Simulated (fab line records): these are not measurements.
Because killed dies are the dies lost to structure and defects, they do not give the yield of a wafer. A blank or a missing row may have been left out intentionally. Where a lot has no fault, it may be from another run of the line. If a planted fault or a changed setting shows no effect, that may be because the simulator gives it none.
fab line records	flow nandHarc
record: lots: 13	wafers: 39	lastDay: 32
route steps=1302 shown A_STAIRCASE@785 A_BONDPAD@1204 END@1302
lots that met no fault: from a run of the same line without faults
startH: the number of hours between the record's first day and the start of the first shown wafer of the lot	waitH: how many hours have passed since the lot's step before this one	" same as the row above	L1.1+2: a single row standing in for several wafers	- no value present, or no start provided	* or withheld: withheld	< > ~ a bound
route shown NAME@n: names a module that has steps shown in the file, with the first one's number in the route	usual: the fault-free wafers' mean and standard deviation	same: alike in all rows	chamber/n: place in a boat	sites: the reading at each site	_std_site: how widely they spread, as a standard deviation	_edge_site: mean of outer sites minus mean of inner sites	radiusMm: for every site, how far away it sits from the centre of the wafer	mask NAME#n: copy n	behind: the tool/chamber that last shaped the wafer	hold: why the lot went on hold/how many hours it stayed there/how the hold came to an end	device: the n, p or np transistor that did not switch	end of line: at the end of the route, the tests of the same wafers	for a step that has no rows: nothing shown but its recipe	killed: count of dies lost to structure and defects at first sort (not the wafer's yield)	map: dies across one wafer; x = killed, . = not, _ = none there
set.NAME: the setting that was run; set.NAME@STEP: the one run at that earlier step	model.NAME: the simulator's own value behind a step, which no gauge read
a sample of lots followed through the steps of the route, with each step as a table and each wafer as a row
services: a tool's chamber out of use, with start hour (startH, from the record's first day; less than 0 if before it), hours out, and reason
== steps ==
step: NHARC_A_STAIRCASE_ETCH_271
recipe: cf4FlowSccm: 100	chf3FlowSccm: 30	arFlowSccm: 0	rfW: 500	biasW: 200	chemistry: CF4/CHF3
usual: drypumpMotorCurrentA: 5.7/0.34	oesProductAu: 0.953/0.02	rfVppV: 371.2/2.1	showerheadPlenumPTorr: 1.59/0.057	throttleValvePct: 16.802/0.0089
lot.wafer	tool	chamber	startH	waitH	drypumpMotorCurrentA	oesProductAu	rfHoursCounterH	rfVppV	showerheadPlenumPTorr	throttleValvePct
L615.1	rieDiel-01	2	369.10	0.1	5.5	0.941	48	372.7	1.56	16.792
L615.6	"	1	"	"	6.0	0.954	-	371.0	1.59	16.806
L615.5	"	2	"	"	5.5	0.934	-	370.2	1.56	16.806
L616.2	rieDiel-13	2	380.82	0.1	5.5	0.928	10	370.9	1.59	16.815
L616.4	"	3	"	"	5.9	0.924	10	370.8	1.59	16.799
L616.5	"	3	"	"	5.9	0.929	-	371.4	1.59	16.795
L617.4	rieDiel-06	0	380.98	0.1	5.2	0.962	23	369.2	1.52	16.806
L617.1	"	2	"	"	6.2	0.956	24	372.1	1.58	16.800
L617.2	"	3	"	"	5.3	0.982	18	369.0	1.57	16.817
L619.1	rieDiel-13	0	407.78	0.1	5.3	0.947	22	370.8	1.61	16.820
L619.3	"	1	"	"	5.9	0.958	21	375.1	1.67	16.808
L619.4	"	2	"	"	5.6	0.982	21	370.1	1.59	16.797
L621.2	rieDiel-01	3	424.29	0.1	6.1	0.949	9	373.6	1.67	16.807
L621.3	"	2	"	"	5.5	0.966	9	368.1	1.56	16.808
L621.5	"	3	"	"	6.1	0.951	-	372.8	1.67	16.807
L620.3	rieDiel-06	2	424.66	0.1	6.3	0.954	33	369.6	1.58	16.807
L620.1	"	0	"	"	5.3	0.985	36	369.0	1.51	16.799
L620.2	"	1	"	"	5.5	0.973	35	367.7	1.46	16.809
L622.3	rieDiel-06	0	448.42	0.1	5.3	0.956	42	367.8	1.51	16.791
L622.5	"	3	"	"	5.3	0.960	-	370.9	1.57	16.798
L622.6	"	0	"	"	5.3	0.966	-	369.3	1.51	16.814
L624.3	rieDiel-06	2	464.11	0.1	6.2	0.911	46	369.9	1.58	16.801
L624.2	"	0	"	"	5.3	0.925	46	368.9	1.51	16.797
L624.6	"	1	"	"	5.6	0.927	-	366.5	1.46	16.793
L627.2	rieDiel-01	3	482.70	0.1	6.1	0.930	29	372.2	1.66	16.806
L627.5	"	0	"	"	5.4	0.948	-	374.2	1.68	16.801
L627.6	"	2	"	"	5.5	0.945	-	370.0	1.55	16.814
L628.3	rieDiel-13	3	492.34	0.1	5.9	0.983	56	371.7	1.58	16.790
L628.6	"	1	"	"	5.9	0.954	-	374.4	1.66	16.815
L628.5	"	2	"	"	5.5	0.967	-	370.9	1.58	16.803
L634.1	rieDiel-06	1	549.68	0.1	5.6	0.953	23	375.7	1.69	16.797
L634.5	"	0	"	"	5.2	0.981	-	368.1	1.50	16.786
L634.6	"	1	"	"	5.5	0.955	-	372.3	1.69	16.803
L637.4	rieDiel-06	0	584.59	0.1	5.2	0.970	34	366.7	1.50	16.807
L637.2	"	1	"	"	5.6	0.958	32	374.6	1.69	16.804
L637.3	"	3	"	"	5.3	0.968	32	369.1	1.55	16.802
L636.4	rieDiel-06	3	585.11	0.1	5.3	0.935	32	369.3	1.55	16.796
L636.2	"	0	"	"	5.3	0.954	34	368.3	1.50	16.809
L636.5	"	1	"	"	5.6	0.942	-	373.8	1.69	16.806
step: NHARC_A_BONDPAD_THK_MEAS_30
recipe: thkMeasGauge: ellipsometry
usual: thkNm: 200.0/1.6
lot.wafer	tool	chamber	startH	waitH	thkNm
L617.1	filmMetro-02	-	537.43	0.2	197.3
L617.2	"	-	"	"	199.8
L617.4	"	-	"	"	198.9
L615.1	filmMetro-01	-	538.73	0.2	200.8
L615.5	"	-	"	"	201.2
L615.6	"	-	"	"	202.3
L616.2	filmMetro-02	-	551.45	0.2	199.3
L616.4	"	-	"	"	199.6
L616.5	"	-	"	"	200.3
L619.1	filmMetro-01	-	561.49	0.2	198.5
L619.3	"	-	"	"	200.4
L619.4	"	-	"	"	202.0
L620.1	filmMetro-02	-	585.65	0.2	201.0
L620.2	"	-	"	"	201.1
L620.3	"	-	"	"	200.1
L621.2	filmMetro-01	-	591.64	0.2	199.4
L621.3	"	-	"	"	198.4
L621.5	"	-	"	"	199.5
L622.3	filmMetro-01	-	609.61	0.2	200.3
L622.5	"	-	"	"	200.3
L622.6	"	-	"	"	198.4
L624.2	filmMetro-02	-	627.42	0.2	202.1
L624.3	"	-	"	"	196.6
L624.6	"	-	"	"	200.8
L627.2	filmMetro-02	-	643.64	0.2	200.4
L627.5	"	-	"	"	201.4
L627.6	"	-	"	"	201.9
L628.3	filmMetro-01	-	648.11	0.2	202.4
L628.5	"	-	"	"	204.0
L628.6	"	-	"	"	200.0
L634.1	filmMetro-02	-	717.20	0.2	201.1
L634.5	"	-	"	"	200.5
L634.6	"	-	"	"	201.8
L637.2	filmMetro-02	-	737.77	0.2	199.9
L637.3	"	-	"	"	201.0
L637.4	"	-	"	"	200.9
L636.2	filmMetro-01	-	740.00	0.2	198.8
L636.4	"	-	"	"	202.8
L636.5	"	-	"	"	201.0
step: NHARC_A_BONDPAD_CD_MEAS_13
usual: cdNm: 499.3/2.2
lot.wafer	tool	chamber	startH	waitH	cdNm
L617.1	cdSem-03	-	538.52	-	500.5
L617.2	"	-	"	"	497.7
L617.4	"	-	"	"	498.3
L615.1	cdSem-02	-	539.82	-	501.7
L615.5	"	-	"	"	499.6
L615.6	"	-	"	"	500.1
L616.2	cdSem-01	-	552.55	-	501.5
L616.4	"	-	"	"	502.7
L616.5	"	-	"	"	498.0
L619.1	cdSem-01	-	562.46	-	499.6
L619.3	"	-	"	"	500.2
L619.4	"	-	"	"	501.3
L620.1	cdSem-03	-	586.74	-	502.3
L620.2	"	-	"	"	498.9
L620.3	"	-	"	"	500.6
L621.2	cdSem-03	-	592.68	-	498.2
L621.3	"	-	"	"	500.4
L621.5	"	-	"	"	497.4
L622.3	cdSem-02	-	611.50	-	496.8
L622.5	"	-	"	"	499.7
L622.6	"	-	"	"	497.3
L624.2	cdSem-02	-	628.52	-	502.9
L624.3	"	-	"	"	499.1
L624.6	"	-	"	"	499.8
L627.2	cdSem-01	-	644.74	-	499.9
L627.5	"	-	"	"	502.6
L627.6	"	-	"	"	502.2
L628.3	cdSem-01	-	649.22	-	498.2
L628.5	"	-	"	"	497.7
L628.6	"	-	"	"	498.4
L634.1	cdSem-01	-	718.29	-	496.1
L634.5	"	-	"	"	497.7
L634.6	"	-	"	"	494.6
L637.2	cdSem-03	-	738.74	-	498.8
L637.3	"	-	"	"	499.9
L637.4	"	-	"	"	498.5
L636.2	cdSem-01	-	740.98	-	497.4
L636.4	"	-	"	"	497.5
L636.5	"	-	"	"	501.0
step: NHARC_A_BONDPAD_ANNEAL_28
recipe: tempC: 225	timeS: 90
usual: annealTempCMax: 225.88/0.24	wafer_temp_C_max: 226.3/0.36
lot.wafer	tool	chamber	startH	waitH	annealTempCMax	wafer_temp_C_max
L617.1	rtpAnneal-02	0	539.89	0.3	225.79	226.0
L617.2	"	0	"	"	226.02	226.1
L617.4	"	0	"	"	225.89	225.9
L615.1	rtpAnneal-01	0	541.19	-	226.17	226.3
L615.5	"	0	"	"	226.21	226.1
L615.6	"	0	"	"	225.77	226.3
L616.2	rtpAnneal-02	0	553.96	0.3	225.90	225.9
L616.4	"	0	"	"	225.89	225.9
L616.5	"	0	"	"	225.84	226.0
L619.1	rtpAnneal-01	0	563.87	0.3	225.60	226.2
L619.3	"	0	"	"	225.81	226.4
L619.4	"	0	"	"	225.69	226.5
L620.1	rtpAnneal-02	0	588.11	-	225.90	225.9
L620.2	"	0	"	"	226.16	225.9
L620.3	"	0	"	"	226.02	226.4
L621.2	rtpAnneal-02	0	594.10	0.4	225.55	226.3
L621.3	"	0	"	"	226.32	226.5
L621.5	"	0	"	"	225.93	226.1
L622.3	rtpAnneal-01	0	613.58	0.3	226.06	226.5
L622.5	"	0	"	"	226.17	226.8
L622.6	"	0	"	"	226.09	226.3
L624.2	rtpAnneal-02	0	629.95	-	225.66	225.9
L624.3	"	0	"	"	225.66	225.8
L624.6	"	0	"	"	225.76	226.1
L627.2	rtpAnneal-02	0	646.14	-	225.76	226.3
L627.5	"	0	"	"	225.74	226.1
L627.6	"	0	"	"	225.48	226.1
L628.3	rtpAnneal-02	0	650.68	0.3	225.72	226.2
L628.5	"	0	"	"	225.75	226.0
L628.6	"	0	"	"	225.67	226.1
L634.1	rtpAnneal-01	0	719.66	-	226.03	226.2
L634.5	"	0	"	"	226.52	226.3
L634.6	"	0	"	"	226.07	226.7
L637.2	rtpAnneal-01	0	740.15	-	226.11	227.2
L637.3	"	0	"	"	225.93	227.1
L637.4	"	0	"	"	225.75	226.7
L636.2	rtpAnneal-01	0	742.52	-	226.23	226.9
L636.4	"	0	"	"	225.87	226.8
L636.5	"	0	"	"	225.88	226.8
step: NHARC_END_SORT_01
recipe: tempC: 25
usual: killedAtArray: 55/19	killedAtOther: 0.8/1.1	killedAtPeriphery: 4.0/2.6	killedDies: 60/20	killedOpen: 3.4/1.7	killedShort: 2.6/1.5
same: grossDies: 677
lot.wafer	tool	chamber	startH	waitH	killedAtArray	killedAtOther	killedAtPeriphery	killedDies	killedOpen	killedShort
L628.3	prober-01	0	684.05	3.1	124	0	4	128	5	3
L628.5	prober-01	0	685.66	3.7	107	1	0	108	3	2
L628.6	prober-01	0	686.47	4.0	115	0	4	119	2	2
killed by level:class
L628.3 A_STAIRCASE:unspecified=70 A_SLIT:chamberFilmFlake=28 A_CHANNEL_HOLE_D2:chamberFilmFlake=6 A_STAIRCASE:chamberFilmFlake=4 P_M2:chamberFilmFlake=3 A_CHANNEL_FILL_D2:chamberFilmFlake=3 A_CHANNEL_HOLE_D1:chamberFilmFlake=2 A_CONTACT:chamberFilmFlake=2
L628.5 A_STAIRCASE:unspecified=49 A_SLIT:chamberFilmFlake=27 A_CHANNEL_HOLE_D2:chamberFilmFlake=11 A_CHANNEL_HOLE_D1:chamberFilmFlake=8 A_WL_FILL:chamberFilmFlake=3 A_STAIRCASE:chamberFilmFlake=2 A_CONTACT:chamberFilmFlake=2 A_ONON_D2:geometricParticle:short=1
L628.6 A_STAIRCASE:unspecified=56 A_SLIT:chamberFilmFlake=33 A_CHANNEL_HOLE_D1:chamberFilmFlake=7 A_CHANNEL_HOLE_D2:chamberFilmFlake=4 A_STAIRCASE:chamberFilmFlake=3 A_WL_FILL:chamberFilmFlake=3 A_DECK1_JOINT:chamberFilmFlake=2 A_CHANNEL_FILL_D2:chamberFilmFlake=2
== services ==
tool	chamber	startH	hours	kind
rieDiel-01	3	354.00	1.6	repair
rieDiel-06	0	365.24	-	clean
rieDiel-06	1	370.89	3.9	repair
rtpAnneal-01	-	372.00	12.0	pm
rieDiel-01	0	373.04	3.4	repair
rieDiel-01	-	380.82	9.0	pm
rieDiel-06	-	389.19	0.8	repair
rieDiel-06	2	401.85	4.8	repair
rieDiel-06	0	429.63	4.8	repair
rieDiel-06	-	484.70	9.0	pm
rieDiel-13	-	519.00	9.0	pm
rieDiel-01	-	557.82	9.0	pm
rieDiel-13	3	571.34	4.3	repair
rieDiel-13	0	583.55	8.3	repair
rieDiel-06	-	588.48	2.4	repair
rieDiel-01	0	636.26	1.2	repair
rieDiel-06	1	641.37	7.3	repair
rieDiel-06	-	661.70	9.0	pm
rieDiel-01	3	664.64	4.5	repair
rieDiel-13	-	696.72	9.0	pm
rtpAnneal-01	-	701.46	1.1	repair
rieDiel-13	0	716.87	4.2	repair
rieDiel-13	3	734.98	9.7	repair
rieDiel-01	-	736.74	9.0	pm
== key ==
firstSign: step: NHARC_END_SORT_01	reading: killedAtArray	direction: up	sigmas: 3.1	usual: 55	struck: 115
effect: step: NHARC_END_SORT_01	reading: killedDies	direction: up	sigmas: 2.9	usual: 60	struck: 118
moreKillsBornAt: NHARC_A_STAIRCASE_ETCH_271@rieDiel-13: 172
metAt NHARC_A_STAIRCASE_ETCH_271
struckLots L628
testerLeftOut L628
notActingAt NHARC_A_BONDPAD_THK_MEAS_30,NHARC_A_BONDPAD_CD_MEAS_13,NHARC_A_BONDPAD_ANNEAL_28
onsetBetween 407.78 492.34
fault: kind: chamberParticleSource	tool: rieDiel-13	chamber: -	onsetH: 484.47	steps: NHARC_A_STAIRCASE_ETCH_271	ratePerVisitCm2: 1.5693	endH: 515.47
testerLeftOut: of these lots the tester's yield and bins aren't shown, on N5 and GAA mostly nor the transistor test; their killed dies are dies lost to structure and defects alone, not to doping, threshold or leakage, so they don't give the yield
